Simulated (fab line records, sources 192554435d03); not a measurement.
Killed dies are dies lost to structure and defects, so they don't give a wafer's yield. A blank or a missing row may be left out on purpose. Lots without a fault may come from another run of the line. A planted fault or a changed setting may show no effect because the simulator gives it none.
Chamber matching | flow n5_finfet | N5_STI_FIN_REVEAL_ALD_14 on ald_sin-02: 4 sister chambers
The step deposits Si3N4, target thk 3 nm. 8 wafers are shown with their chamber, then 7 later ones without.

WAFERS WITH THEIR CHAMBER
wafer  | chamber | heater_power_w (W)
L082.6 | 0       | 698
L086.1 | 3       | 801
L086.3 | 2       | 815
L088.2 | 1       | 838
L088.5 | 2       | 816
L088.6 | 1       | 828
L090.1 | 3       | 811
L090.2 | 0       | 706

WAFERS WITHOUT THEIR CHAMBER
wafer  | heater_power_w (W)
L090.3 | 841
L096.2 | 843
L096.4 | 838
L096.6 | 824
L097.2 | 836
L097.3 | 682
L097.6 | 835

WHICH CHAMBER EACH WENT THROUGH
wafer  | from the rows above          | in truth
L090.3 | 1                            | 1
L096.2 | 1                            | 1
L096.4 | 1                            | 1
L096.6 | can't be placed: 2 or 1 or 3 | 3
L097.2 | 1                            | 1
L097.3 | 0                            | 0
L097.6 | 1                            | 1
Placed correctly: 6 of 7. Can't be placed from these rows: 1 (the true chamber is among the candidates in 1). Placed wrongly: 0.
How it was worked out, from the rows above alone: a wafer's distance from a chamber is the root of the sum, over the readings, of the square of ((its reading less the chamber's mean) divided by the reading's scatter). The wafer belongs to the nearest chamber; if the next one is less than 2 further off, it can't be placed. A chamber's mean is the mean of its shown wafers. The scatter: the root of (the sum of the squares of (reading less its chamber's mean) over the shown wafers, divided by (wafers less chambers)).
